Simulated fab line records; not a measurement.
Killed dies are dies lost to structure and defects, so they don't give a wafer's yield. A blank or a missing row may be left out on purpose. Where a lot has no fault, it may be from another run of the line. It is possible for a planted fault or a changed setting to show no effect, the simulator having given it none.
Struck lot and sound lot, side by side / flow nand-harc / 13 steps out of a route of 1302
Sound: the wafers L692.1, L692.5, L692.6. The struck wafers were L699.3, L699.6. At the end, the cause is stated.
Each step with rows lists, per side, the tool, then ch with its chambers, then its first start. Under that, the readings that differ: sound wafers / struck wafers / difference of the means / sigmas: that difference in standard deviations of wafers without a fault.
alike: readings with means less than 2 such deviations apart, plus words and numbers identical on both sides. not compared: withheld readings, readings lacking a value on some wafer, bounds such as >300 that could conceal the same value, and numbers that have no deviation in the record and whose values overlap.
Wherever a step has rows on one side only, a row that says differs or no value, or a row with sigmas, the two part there. When numbers do not overlap yet have no deviation, they are printed without sigmas and do not part them. A reading that every wafer of one side lacks parts them only if that side has two wafers or more.

NHARC_A_SOURCE_PLATE_THK_MEAS_09: measures by ellipsometry.
  sound on film-metro-02 at day 8 12:04; struck on film-metro-01 at day 11 18:31
  alike: thk-nm
then, 3 steps without rows for these wafers: NHARC_A_SOURCE_PLATE_PVD_04 (deposits WSi2, target thk 50 nm); NHARC_A_SOURCE_PLATE_CVD_03 (deposits poly-Si, target thk 200 nm, time 4000 s); NHARC_A_SOURCE_PLATE_ANNEAL_05 (time 1800 s).
NHARC_A_SOURCE_PLATE_THK_MEAS_06: measures by ellipsometry.
  sound on film-metro-01 at day 9 00:34; struck on film-metro-02 at day 12 07:24
  alike: thk-nm
NHARC_A_SOURCE_PLATE_INSPECT_08:
  sound on defect-inspect-02 at day 9 00:40; struck on defect-inspect-02 at day 12 07:28
  alike: raw-defect-count
then, 1 step without rows for these wafers: NHARC_A_ONON_D1_DEP_00 (target thk 1000 nm).
NHARC_A_ONON_D1_THK_MEAS_02: measures by ellipsometry.
  sound on film-metro-01 at day 9 01:14; struck on film-metro-01 at day 12 08:02
reading=thk-nm (nm); sound=980 982 982; struck=1003 1001; difference=+21; sigmas=+2
then, 1 step without rows for these wafers: NHARC_A_ONON_D1_DEP_03 (target thk 1000 nm).
NHARC_A_ONON_D1_THK_MEAS_05: measures by ellipsometry.
  sound on film-metro-01 at day 9 01:48; struck on film-metro-02 at day 12 08:52
  alike: thk-nm
NHARC_A_ONON_D1_DEP_06: target thk 1000 nm.
  sound on pecvd-onon-04 ch 0, day 9 01:52; struck on pecvd-onon-04 ch 0, day 12 09:07
NHARC_A_ONON_D1_THK_MEAS_08: measures by ellipsometry.
  sound on film-metro-01 at day 9 02:22; struck on film-metro-02 at day 12 09:31
reading=thk-nm (nm); sound=1003 1004 1003; struck=904 903; difference=-100; sigmas=-10
then, 1 step without rows for these wafers: NHARC_A_ONON_D1_DEP_09 (target thk 1000 nm).

WHERE THEY PART
At NHARC_A_ONON_D1_THK_MEAS_02 first; at NHARC_A_ONON_D1_THK_MEAS_08 last (within this record only).

WHY: whatever the simulator had introduced
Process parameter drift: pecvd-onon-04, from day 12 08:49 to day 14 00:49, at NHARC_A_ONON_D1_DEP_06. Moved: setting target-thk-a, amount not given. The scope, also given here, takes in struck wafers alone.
